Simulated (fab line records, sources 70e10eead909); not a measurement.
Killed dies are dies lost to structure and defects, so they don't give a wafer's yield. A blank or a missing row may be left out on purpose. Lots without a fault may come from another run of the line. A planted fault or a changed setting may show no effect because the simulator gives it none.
A struck lot beside a sound one | flow nand_harc | 39 steps out of a route of 1159
Sound: wafers L197.1, L197.2, L197.6. Struck: wafers L207.1, L207.2, L207.5. The cause comes at the end.
At each step with rows: each side's tool, then ch and its chambers, then its first start. Under that, the readings that differ: sound wafers | struck wafers | difference of the means | sigmas: that difference in standard deviations of wafers without a fault.
alike: readings whose means differ by less than 2 such deviations, and words and numbers that are the same on both sides. not compared: withheld readings, readings that some wafer has no value for, bounds like >300 that may hide the same value, and numbers for which the record gives no deviation and whose values overlap.
The two part at a step that has a row with sigmas, a row that says differs or no value, or rows on one side only. Numbers that don't overlap but have no deviation are shown without sigmas and don't part them. A reading that every wafer of one side lacks parts them only if that side has two wafers or more.

first, 1 step without rows for these wafers: NHARC_A_ONON_D1_DEP_03 (target thk 1000 nm).
NHARC_A_ONON_D1_THK_MEAS_05: measures by ellipsometry.
  sound on film_metro-02, day 8 21:41; struck on film_metro-02, day 11 15:24
  alike: thk_nm
then, 1 step without rows for these wafers: NHARC_A_ONON_D1_DEP_06 (target thk 1000 nm).
NHARC_A_ONON_D1_THK_MEAS_08: measures by ellipsometry.
  sound on film_metro-01, day 8 22:23; struck on film_metro-01, day 11 15:58
  alike: thk_nm
then, 1 step without rows for these wafers: NHARC_A_ONON_D1_DEP_09 (target thk 1000 nm).
NHARC_A_ONON_D1_THK_MEAS_11: measures by ellipsometry.
  sound on film_metro-01, day 8 23:05; struck on film_metro-01, day 11 16:32
  alike: thk_nm
then, 1 step without rows for these wafers: NHARC_A_ONON_D1_DEP_12 (target thk 1000 nm).
NHARC_A_ONON_D1_THK_MEAS_14: measures by ellipsometry.
  sound on film_metro-01, day 8 23:39; struck on film_metro-01, day 11 17:07
  reading     | sound          | struck      | difference | sigmas
  thk_nm (nm) | 1003 1006 1006 | 983 982 983 | -22        | -2
then, 2 steps without rows for these wafers: NHARC_A_ONON_D1_ANNEAL_15 (time 3600 s); NHARC_A_ONON_D1_DEP_16 (target thk 1000 nm).
NHARC_A_ONON_D1_THK_MEAS_18: measures by ellipsometry.
  sound on film_metro-01, day 9 07:10; struck on film_metro-01, day 12 01:49
  alike: thk_nm
NHARC_A_ONON_D1_DEP_19: target thk 1000 nm.
  sound on pecvd_onon-03 ch 0, day 9 07:21; struck on pecvd_onon-03 ch 0, day 12 01:59
NHARC_A_ONON_D1_THK_MEAS_21: measures by ellipsometry.
  sound on film_metro-02, day 9 07:52; struck on film_metro-02, day 12 02:30
  alike: thk_nm
then, 1 step without rows for these wafers: NHARC_A_ONON_D1_DEP_22 (target thk 1000 nm).
NHARC_A_ONON_D1_THK_MEAS_24: measures by ellipsometry.
  sound on film_metro-01, day 9 08:34; struck on film_metro-02, day 12 03:04
  alike: thk_nm
then, 1 step without rows for these wafers: NHARC_A_ONON_D1_DEP_25 (target thk 1000 nm).
NHARC_A_ONON_D1_THK_MEAS_27: measures by ellipsometry.
  sound on film_metro-01, day 9 09:16; struck on film_metro-02, day 12 03:39
  alike: thk_nm
then, 1 step without rows for these wafers: NHARC_A_ONON_D1_DEP_28 (target thk 1000 nm).
NHARC_A_ONON_D1_THK_MEAS_30: measures by ellipsometry.
  sound on film_metro-01, day 9 09:50; struck on film_metro-02, day 12 04:16
  alike: thk_nm
NHARC_A_ONON_D1_DEP_33: deposits SiO2, target thk 200 nm.
  sound on pecvd-03 ch 0,1, day 9 10:20; struck on pecvd-04 ch 1,2, day 12 04:21
  alike: heater_power_w, throttle_valve_pct
NHARC_A_ONON_D1_THK_MEAS_34: measures by ellipsometry.
  sound on film_metro-02, day 9 10:45; struck on film_metro-01, day 12 04:46
  alike: thk_nm
NHARC_A_CHANNEL_HOLE_D1_DEP_00: deposits aC, target thk 3100 nm.
  sound on acl_dep-03 ch 0, day 9 11:07; struck on acl_dep-03 ch 0, day 12 04:53
  alike: throttle_valve_pct
NHARC_A_CHANNEL_HOLE_D1_DEP_01: deposits SiON, target thk 140 nm.
  sound on pecvd-03 ch 0,2, day 9 13:05; struck on pecvd-03 ch 0,1, day 12 06:49
  alike: heater_power_w
then, 10 steps without rows for these wafers: NHARC_A_CHANNEL_HOLE_D1_DEHYDRATE_02 (time 120 s); NHARC_A_CHANNEL_HOLE_D1_HMDS_03 (time 30 s); NHARC_A_CHANNEL_HOLE_D1_COAT_36 (time 75 s); NHARC_A_CHANNEL_HOLE_D1_COAT_37 (time 65 s); NHARC_A_CHANNEL_HOLE_D1_COAT_04 (resist thk 90 nm); NHARC_A_CHANNEL_HOLE_D1_SOFTBAKE_05 (time 55 s); NHARC_A_CHANNEL_HOLE_D1_EBR_06; NHARC_A_CHANNEL_HOLE_D1_EXPOSE_07 (exposes mask HOLE D1, target cd 100 nm); NHARC_A_CHANNEL_HOLE_D1_PEB_08 (peb time 65 s); NHARC_A_CHANNEL_HOLE_D1_DEVELOP_09 (develop time 35 s).
NHARC_A_CHANNEL_HOLE_D1_CD_MEAS_10: target cd 100 nm.
  sound on cd_sem-02 ch 0, day 9 13:48; struck on cd_sem-03 ch 0, day 12 07:31
  alike: cd_nm
NHARC_A_CHANNEL_HOLE_D1_OVL_MEAS_11:
  sound on overlay-01, day 9 13:53; struck on overlay-02, day 12 07:37
  alike: overlay_x_nm, overlay_y_nm
NHARC_A_CHANNEL_HOLE_D1_DESCUM_15: chemistry O2, time 3 s.
  sound on rie_diel-06 ch 0,3, day 9 14:06; struck on rie_diel-02 ch 0,1,2, day 12 07:43
  alike: drypump_motor_current_A, mfc_ar_sccm, oes_product_au, rf_vpp_V, showerhead_plenum_p_Torr, throttle_valve_pct
  not compared: rf_hours_counter_h
then, 1 step without rows for these wafers: NHARC_A_CHANNEL_HOLE_D1_ETCH_38 (etches the open film in CF4, target depth 39 nm, time 65 s).
NHARC_A_CHANNEL_HOLE_D1_ETCH_39: etches the open film in N2/H2, target depth 260 nm, time 325 s.
  sound on rie_diel-06 ch 0,1,2; struck on rie_diel-02 ch 0,2
  reading                | sound                | struck               | difference | sigmas
  throttle_valve_pct (%) | 14.154 14.150 14.163 | 14.188 14.178 14.163 | +0.021     | +2
  alike: drypump_motor_current_A, mfc_ar_sccm, oes_product_au, rf_vpp_V, showerhead_plenum_p_Torr
  not compared: rf_hours_counter_h
-- the record jumps here: 11 days lie between the struck wafers' starts before and after (it left off in module A_CHANNEL_HOLE_D1 and takes up again in module END, whose first step shown is number 1159 of the route) --
NHARC_END_SORT_01:
  the record has rows for the struck wafers here (prober-02 ch 0, day 23 15:46) and none for the sound ones

WHERE THEY PART
First at NHARC_A_ONON_D1_THK_MEAS_14; last, within this record, at NHARC_END_SORT_01.

WHY: what the simulator had put in
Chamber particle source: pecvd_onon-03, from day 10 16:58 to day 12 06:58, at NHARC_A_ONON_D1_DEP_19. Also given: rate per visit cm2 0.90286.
